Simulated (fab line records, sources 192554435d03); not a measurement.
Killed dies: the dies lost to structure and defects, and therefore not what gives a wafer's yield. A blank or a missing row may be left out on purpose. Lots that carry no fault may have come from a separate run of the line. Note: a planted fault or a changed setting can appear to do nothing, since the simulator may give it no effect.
The tool behind it: which one? :: flow n5-finfet :: 30 wafers from 11 lots sampled at 5 of the route's 1938 steps

## WHAT EACH GAUGE READ, for each wafer
N5_MOL_CONTACT_COAG_CD_MEAS_84: target cd 25.1 nm.
lot: L995
measured: day 5 04:37
on: cd-sem-01
cd-nm (nm): 25.1 25.6 25.2

lot: L998
measured: day 5 23:32
on: cd-sem-02
cd-nm (nm): 25.1 25.5 25.1

lot: L999
measured: day 5 23:49
on: cd-sem-01
cd-nm (nm): 25.1 24.9

lot: L100
measured: day 6 10:17
on: cd-sem-01
cd-nm (nm): 25.4 25.5

lot: L104
measured: day 7 08:21
on: cd-sem-03
cd-nm (nm): 24.7 25.5 24.7

lot: L106
measured: day 7 20:04
on: cd-sem-02
cd-nm (nm): 24.6 24.4 24.8

lot: L107
measured: day 8 01:32
on: cd-sem-03
cd-nm (nm): 24.6 24.8

lot: L109
measured: day 8 15:43
on: cd-sem-02
cd-nm (nm): 18.4 21.1 22.2

lot: L110
measured: day 8 20:22
on: cd-sem-01
cd-nm (nm): 21.5 21.5 23.4

lot: L113
measured: day 9 11:55
on: cd-sem-03
cd-nm (nm): 25.7 25.1 25.0

lot: L116
measured: day 10 13:05
on: cd-sem-02
cd-nm (nm): 25.2 24.7 25.3

## EACH LOT AND THE TOOL THAT RAN IT (in order: tool; ch and the chambers of the sampled wafers; start)
lot: L995
N5_MOL_CONTACT_COAG_SIL_ANNEAL_21: rtp-anneal-01 ch 0, day 4 20:32
N5_MOL_CONTACT_COAG_ALD_27: ald-sin-01 ch 2,3, day 5 00:46
N5_MOL_CONTACT_COAG_ALD_123: ald-sin-04 ch 0,1, day 5 03:45
N5_MOL_CONTACT_COAG_EXPOSE_81: euv-scanner-01 ch 0, day 5 04:28

lot: L998
N5_MOL_CONTACT_COAG_SIL_ANNEAL_21: rtp-anneal-01 ch 0, day 5 12:41
N5_MOL_CONTACT_COAG_ALD_27: ald-sin-01 ch 1,2,3, day 5 20:35
N5_MOL_CONTACT_COAG_ALD_123: ald-sin-03 ch 1,2,3, day 5 22:34
N5_MOL_CONTACT_COAG_EXPOSE_81: euv-scanner-01 ch 0, day 5 23:25

lot: L999
N5_MOL_CONTACT_COAG_SIL_ANNEAL_21: rtp-anneal-02 ch 0, day 5 16:39
N5_MOL_CONTACT_COAG_ALD_27: ald-sin-04 ch 0, day 5 21:04
N5_MOL_CONTACT_COAG_ALD_123: ald-sin-04 ch 0,3, day 5 22:58
N5_MOL_CONTACT_COAG_EXPOSE_81: euv-scanner-01 ch 0, day 5 23:40

lot: L100
N5_MOL_CONTACT_COAG_SIL_ANNEAL_21: rtp-anneal-01 ch 0, day 6 00:46
N5_MOL_CONTACT_COAG_ALD_27: ald-sin-01 ch 3, day 6 07:32
N5_MOL_CONTACT_COAG_ALD_123: ald-sin-03 ch 2,3, day 6 09:26
N5_MOL_CONTACT_COAG_EXPOSE_81: euv-scanner-01 ch 0, day 6 10:08

lot: L104
N5_MOL_CONTACT_COAG_SIL_ANNEAL_21: rtp-anneal-02 ch 0, day 7 01:35
N5_MOL_CONTACT_COAG_ALD_27: ald-sin-04 ch 0,3, day 7 05:37
N5_MOL_CONTACT_COAG_ALD_123: ald-sin-03 ch 0,1,3, day 7 07:31
N5_MOL_CONTACT_COAG_EXPOSE_81: euv-scanner-01 ch 0, day 7 08:13

lot: L106
N5_MOL_CONTACT_COAG_SIL_ANNEAL_21: rtp-anneal-01 ch 0, day 7 11:55
N5_MOL_CONTACT_COAG_ALD_27: ald-sin-03 ch 1,2, day 7 17:19
N5_MOL_CONTACT_COAG_ALD_123: ald-sin-01 ch 0,1, day 7 19:13
N5_MOL_CONTACT_COAG_EXPOSE_81: euv-scanner-02 ch 0, day 7 19:56

lot: L107
N5_MOL_CONTACT_COAG_SIL_ANNEAL_21: rtp-anneal-02 ch 0, day 7 16:03
N5_MOL_CONTACT_COAG_ALD_27: ald-sin-03 ch 3, day 7 22:48
N5_MOL_CONTACT_COAG_ALD_123: ald-sin-01 ch 2, day 8 00:42
N5_MOL_CONTACT_COAG_EXPOSE_81: euv-scanner-02 ch 0, day 8 01:24

lot: L109
N5_MOL_CONTACT_COAG_SIL_ANNEAL_21: rtp-anneal-01 ch 0, day 8 07:16
N5_MOL_CONTACT_COAG_ALD_27: ald-sin-01 ch 0,1,2, day 8 12:26
N5_MOL_CONTACT_COAG_ALD_123: ald-sin-04 ch 2,3, day 8 14:51
N5_MOL_CONTACT_COAG_EXPOSE_81: euv-scanner-01 ch 0, day 8 15:34

lot: L110
N5_MOL_CONTACT_COAG_SIL_ANNEAL_21: rtp-anneal-01 ch 0, day 8 11:59
N5_MOL_CONTACT_COAG_ALD_27: ald-sin-01 ch 1,3, day 8 17:23
N5_MOL_CONTACT_COAG_ALD_123: ald-sin-04 ch 0,2,3, day 8 19:32
N5_MOL_CONTACT_COAG_EXPOSE_81: euv-scanner-01 ch 0, day 8 20:14

lot: L113
N5_MOL_CONTACT_COAG_SIL_ANNEAL_21: rtp-anneal-01 ch 0, day 9 04:55
N5_MOL_CONTACT_COAG_ALD_27: ald-sin-04 ch 2,3, day 9 09:10
N5_MOL_CONTACT_COAG_ALD_123: ald-sin-04 ch 0,2,3, day 9 11:04
N5_MOL_CONTACT_COAG_EXPOSE_81: euv-scanner-02 ch 0, day 9 11:46

lot: L116
N5_MOL_CONTACT_COAG_SIL_ANNEAL_21: rtp-anneal-01 ch 0, day 10 05:22
N5_MOL_CONTACT_COAG_ALD_27: ald-sin-03 ch 0,2,3, day 10 10:53
N5_MOL_CONTACT_COAG_ALD_123: ald-sin-01 ch 0,1,2, day 10 12:01
N5_MOL_CONTACT_COAG_EXPOSE_81: euv-scanner-02 ch 0, day 10 12:58
- N5_MOL_CONTACT_COAG_SIL_ANNEAL_21: time 60 s.
- N5_MOL_CONTACT_COAG_ALD_27: deposits SiOC, target thk 17 nm, pulse time 1.5 s, time 2720 s.
- N5_MOL_CONTACT_COAG_ALD_123: deposits SiNx, target thk 5 nm, pulse time 1 s, purge time 2 s.
- N5_MOL_CONTACT_COAG_EXPOSE_81: exposes mask VG, defocus 0 nm.

## THE ANSWER, worked out from the rows above alone
Rule: usual is defined by the lots themselves. The widest of any qualifying gaps counts: lots, ordered by their means at a reading, are off when they make up no more than a third of the lots, leave a main group of 4 or more, and stand apart from it by 3 or more times the standard deviation of that group's means. The tables above print the reading to a certain number of digits; a main group whose means all agree to those digits is not used. Also off: a lot with no number at a reading for which 4 or more lots have one. The other lots that the step has rows for count as sound.
Off: L109, L110, at N5_MOL_CONTACT_COAG_CD_MEAS_84 (cd-nm). For the main group the mean is 25.1 nm and the standard deviation 0.27.
If a tool, at a process step before that reading, ran all the lots that are off and no sound lot after the first of them, it fits. The gauges at N5_MOL_CONTACT_COAG_CD_MEAS_84 are tried like those tools. This does not decide it: 2 tools fit, namely ald-sin-01 at N5_MOL_CONTACT_COAG_ALD_27 and euv-scanner-01 at N5_MOL_CONTACT_COAG_EXPOSE_81.

## WHAT THE SIMULATOR HAD INSERTED
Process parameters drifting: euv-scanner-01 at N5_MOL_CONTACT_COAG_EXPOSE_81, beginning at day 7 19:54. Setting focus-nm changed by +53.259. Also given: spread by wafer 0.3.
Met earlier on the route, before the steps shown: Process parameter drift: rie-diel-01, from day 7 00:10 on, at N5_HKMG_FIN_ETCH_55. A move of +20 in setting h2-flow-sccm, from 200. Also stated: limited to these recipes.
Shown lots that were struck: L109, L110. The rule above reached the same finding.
